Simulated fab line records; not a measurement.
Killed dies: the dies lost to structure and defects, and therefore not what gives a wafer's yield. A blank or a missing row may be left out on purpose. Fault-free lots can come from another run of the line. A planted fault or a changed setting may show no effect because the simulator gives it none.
What tool caused it? + flow n5_finfet + 24 wafers from 8 lots sampled at 3 of the route's 1938 steps

WHAT EACH GAUGE READ, for each wafer
N5_BEOL_M1_CD_MEAS_28: target cd y 23.3 nm.
| lot  | measured     | on        | cd_nm (nm)        |
|------|--------------|-----------|-------------------|
| L801 | day 6 13:34  | cd_sem-01 | 23.54 24.23 23.93 |
| L802 | day 6 15:10  | cd_sem-03 | 23.99 23.94 23.68 |
| L808 | day 8 06:06  | cd_sem-03 | 23.17 23.86 23.79 |
| L812 | day 9 09:52  | cd_sem-01 | 24.03 24.06 24.08 |
| L820 | day 11 04:56 | cd_sem-02 | 23.36 24.47 24.17 |
| L821 | day 11 08:45 | cd_sem-01 | 16.16 17.50 21.94 |
| L822 | day 11 12:22 | cd_sem-01 | 22.74 15.38 16.38 |
| L824 | day 11 21:11 | cd_sem-03 | 23.93 24.01 23.67 |

EACH LOT AND THE TOOL THAT RAN IT (in order: tool; ch and the chambers of the sampled wafers; start)
| lot  | N5_BEOL_M1_ETCH_74                 | N5_BEOL_M1_EXPOSE_25              |
|------|------------------------------------|-----------------------------------|
| L801 | rie_diel-06 ch 0,1,3, day 6 12:43  | euv_scanner-02 ch 0, day 6 13:25  |
| L802 | rie_diel-04 ch 0,1,3, day 6 14:14  | euv_scanner-01 ch 0, day 6 15:02  |
| L808 | rie_diel-04 ch 0,1,2, day 8 05:14  | euv_scanner-01 ch 0, day 8 05:58  |
| L812 | rie_diel-04 ch 1,3, day 9 08:46    | euv_scanner-02 ch 0, day 9 09:44  |
| L820 | rie_diel-02 ch 0,2, day 11 04:06   | euv_scanner-02 ch 0, day 11 04:49 |
| L821 | rie_diel-06 ch 0,2,3, day 11 08:02 | euv_scanner-02 ch 0, day 11 08:38 |
| L822 | rie_diel-06 ch 0,2,3, day 11 11:34 | euv_scanner-02 ch 0, day 11 12:13 |
| L824 | rie_diel-04 ch 0,1,3, day 11 20:17 | euv_scanner-01 ch 0, day 11 21:03 |
- N5_BEOL_M1_ETCH_74: etches underlayer in N2/H2, target depth 6.5 nm, time 5.2 s.
- N5_BEOL_M1_EXPOSE_25: exposes mask V0, defocus 5 nm, target cd 24 nm.

THE ANSWER, worked out from the rows above alone
Rule: what is usual is taken from the lots themselves. The widest of any qualifying gaps counts: lots, ordered by their means at a reading, are off when they make up no more than a third of the lots, leave a main group of 4 or more, and stand apart from it by 3 or more times the standard deviation of that group's means. A main group is skipped when, at the precision printed for the reading in the tables above, its means are all equal. A lot without any number at a reading at which 4 lots or more have one is off too. Any other lot the step has rows for is counted as sound.
Off: L821, L822, at N5_BEOL_M1_CD_MEAS_28 (cd_nm). For the main group the mean is 23.88 nm and the standard deviation 0.14.
If a tool, at a process step before that reading, ran all the lots that are off and no sound lot after the first of them, it fits. Those tools and the gauges at N5_BEOL_M1_CD_MEAS_28 are tried in the same way. Can't be told from this: 3 tools fit, rie_diel-06 at N5_BEOL_M1_ETCH_74, euv_scanner-02 at N5_BEOL_M1_EXPOSE_25, cd_sem-01 at N5_BEOL_M1_CD_MEAS_28.

WHAT HAD BEEN PUT IN BY THE SIMULATOR
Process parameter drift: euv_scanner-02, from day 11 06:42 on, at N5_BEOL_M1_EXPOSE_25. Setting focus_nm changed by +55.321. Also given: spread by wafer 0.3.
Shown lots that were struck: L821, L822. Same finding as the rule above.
